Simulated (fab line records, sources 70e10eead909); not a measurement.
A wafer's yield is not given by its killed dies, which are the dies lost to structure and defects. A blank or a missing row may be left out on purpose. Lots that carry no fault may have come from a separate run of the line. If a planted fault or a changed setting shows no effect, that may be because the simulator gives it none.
Which tool did it?    flow nand-harc    33 wafers from 11 lots sampled at 2 of the route's 1302 steps

## WHAT EACH GAUGE READ, for each wafer
NHARC_A_ZERO_WELL_CD_MEAS_10: target cd 2000 nm.
lot   measured      on         cd-nm (nm)
L075  day 7 07:31   cd-sem-02  2001.9 2002.6 2001.1
L077  day 7 21:17   cd-sem-01  2002.3 2001.1 1999.3
L079  day 8 17:58   cd-sem-03  1997.0 1999.4 1998.8
L081  day 9 16:09   cd-sem-03  1999.5 1999.3 1995.8
L084  day 11 02:49  cd-sem-03  1998.5 1998.8 1997.3
L086  day 11 14:15  cd-sem-02  1997.3 1999.3 2001.3
L088  day 13 02:16  cd-sem-01  1999.7 1999.7 1997.3
L089  day 13 10:35  cd-sem-02  2002.2 2003.7 2001.7
L092  day 14 15:16  cd-sem-01  1997.0 1999.0 1998.5
L093  day 14 22:50  cd-sem-01  2001.0 2004.0 2002.4
L096  day 15 20:28  cd-sem-02  1998.7 1999.4 1997.3

## TOOL THAT RAN EACH LOT (tool first, then ch and the chambers of the sampled wafers, then the start)
lot   NHARC_P_BONDPAD_PVD_17
L075  pvd-sputter-02, day 7 07:31 or earlier
L077  pvd-sputter-03, day 7 21:17 or earlier
L079  pvd-sputter-03, day 8 17:58 or earlier
L081  pvd-sputter-02, day 9 16:09 or earlier
L084  pvd-sputter-01, day 11 02:49 or earlier
L086  pvd-sputter-03, day 11 14:15 or earlier
L088  pvd-sputter-01, day 13 02:16 or earlier
L089  pvd-sputter-01, day 13 10:35 or earlier
L092  pvd-sputter-02, day 14 15:16 or earlier
L093  pvd-sputter-02, day 14 22:50 or earlier
L096  pvd-sputter-01, day 15 20:28 or earlier
- NHARC_P_BONDPAD_PVD_17: deposits TaN, target thk 5 nm, time 8.06 s.

## THE ANSWER, worked out from the rows above alone
Rule: what is usual is taken from the lots themselves. Put in order of their means at a reading, lots are off if they are a third of the lots or fewer, leave a main group of 4 or more, and stand apart from it by a gap of 3 or more times the standard deviation of the main group's means; of several such gaps the widest counts. If all means in a main group match to the digits the tables above print for the reading, that group is not used. Also off: a lot with no number at a reading for which 4 or more lots have one. Where the step has rows for the other lots, those lots are counted as sound.
None of the lots is off at any reading shown; this tells nothing.

## WHAT THE SIMULATOR HAD INSERTED
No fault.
